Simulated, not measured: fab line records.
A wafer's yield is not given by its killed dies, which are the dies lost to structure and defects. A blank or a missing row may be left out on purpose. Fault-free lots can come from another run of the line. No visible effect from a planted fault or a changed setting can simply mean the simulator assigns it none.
Comparing a struck lot with a sound one	flow nand-harc	14 out of 1302 route steps
Sound: the wafers L153.2, L153.3, L153.6. Wafers L147.1, L147.4, L147.6 were the ones struck. The cause is named last.
Per side, at each step with rows, come the tool, then ch with its chambers, and then its first start. Under that, the readings that differ: sound wafers	struck wafers	difference of the means	sigmas: that difference in standard deviations of wafers without a fault.
alike: same words and numbers on both sides, and readings whose means sit less than 2 such deviations apart. not compared: any withheld reading, any reading some wafer has no value for, any bound like >300 that may hide the same value, and any number with overlapping values for which the record gives no deviation.
The two part at a step that has a row with sigmas, a row that says differs or no value, or rows on one side only. Non-overlapping numbers with no deviation appear without sigmas and do not part them. A reading missing from all wafers of one side parts the sides only when that side holds two or more wafers.

NHARC_A_WL_FILL_ALD_10: deposits SiO2, target thk 50 nm, pulse time 10 s, ald cycles 500.
  sound on ald-hk-01 ch 0,1,2, day 29 02:38; struck on ald-hk-04 ch 0,2,3, day 26 22:16
reading	sound	struck	difference	sigmas
precursor-pulse-height-rel	1.013 1.016 1.030	0.969 0.970 0.960	-0.053	-3
  alike: heater-power-outer-w, heater-power-w
then, 1 step without rows for these wafers: NHARC_A_WL_FILL_ETCHBACK_16 (etches the open film in C4F8/O2/Ar, target depth 120 nm, time 24 s).
NHARC_A_WL_FILL_STRIP_29: strips in O2, time 20 s.
  sound on rie-diel-07 ch 0,2, day 29 07:26; struck on rie-diel-07 ch 0,3, day 27 02:29
  alike: drypump-motor-current-A, oes-product-au, rf-vpp-V, showerhead-plenum-p-Torr, throttle-valve-pct
  not compared: rf-hours-counter-h
NHARC_A_WL_FILL_ETCHBACK_17: etches the open film in Cl2/BCl3, target depth 4 nm, time 26.7 s.
  sound on rie-metal-03 ch 0,1, day 29 07:32; struck on rie-metal-02 ch 0,1, day 27 02:35
  alike: drypump-motor-current-A, oes-product-au
  not compared: rf-hours-counter-h
then, 3 steps without rows for these wafers: NHARC_A_WL_FILL_PRECLEAN_18 (cleans in dHF, time 30 s); NHARC_A_WL_FILL_SRD_21; NHARC_A_WL_FILL_CVD_23 (deposits poly-Si, target thk 40 nm, time 800 s).
NHARC_A_WL_FILL_ETCHBACK_26: etches the open film in HBr, target depth 52 nm, time 13.3 s.
  sound on rie-si-03 ch 1,2, day 29 12:41; struck on rie-si-04 ch 1,3, day 27 07:44
  alike: bias-w, drypump-motor-current-A, oes-product-au, throttle-valve-pct
  not compared: rf-hours-counter-h
then, 2 steps without rows for these wafers: NHARC_A_WL_FILL_PRECLEAN_30 (cleans in dHF, time 10 s); NHARC_A_WL_FILL_SRD_14.
NHARC_A_WL_FILL_ALD_19: deposits TiN, target thk 2 nm, pulse time 3 s, ald cycles 100.
  sound on ald-metal-02 ch 0,1,2, day 29 12:59; struck on ald-metal-02 ch 0,3, day 27 07:59
  alike: heater-power-outer-w, heater-power-w, precursor-pulse-height-rel
NHARC_A_WL_FILL_CVD_20: deposits W, target thk 100 nm, time 74 s.
  sound on cvd-w-02 ch 0,1, day 29 13:12; struck on cvd-w-01 ch 0,1, day 27 08:12
  no value came back on the struck wafers for chamber-pressure-Torr (Torr), heater-power-outer-w (W), heater-power-w (W), throttle-valve-pct (%); on the sound wafers chamber-pressure-Torr (Torr) reads 39.90 39.98 39.95
NHARC_A_WL_FILL_CMP_12: polishes, t overpolish 30 s, target thk 100 nm.
  sound on cmp-02 ch 1,2,3, day 29 13:25; struck on cmp-04 ch 0,2,3, day 27 08:24
reading	sound	struck	difference	sigmas
time-to-endpoint-s (s)	19.1 20.2 19.9	0.0 1.2 0.0	-19.3	-7
  alike: motor-current-A, overpolish-run-s, slurry-flow-ml-min
-- record jumps: 3 days between struck wafers' starts before vs after; left off in module A_WL_FILL, resumes in module END, first step shown is number 1302 of the route --
NHARC_END_SORT_01:
  sound on prober-02 ch 0, day 33 07:12; struck on prober-02 ch 0, day 30 11:51
reading	sound	struck	difference	sigmas
killed-at-array	74 84 67	673 676 676	+600	+25
killed-dies	78 88 68	677 677 677	+599	+25
  alike: killed-at-other, killed-at-periphery, killed-open, killed-short

== WHERE THEY PART ==
Earliest at NHARC_A_WL_FILL_ALD_10; latest, in this record, at NHARC_END_SORT_01.

WHY: the cause the simulator had injected
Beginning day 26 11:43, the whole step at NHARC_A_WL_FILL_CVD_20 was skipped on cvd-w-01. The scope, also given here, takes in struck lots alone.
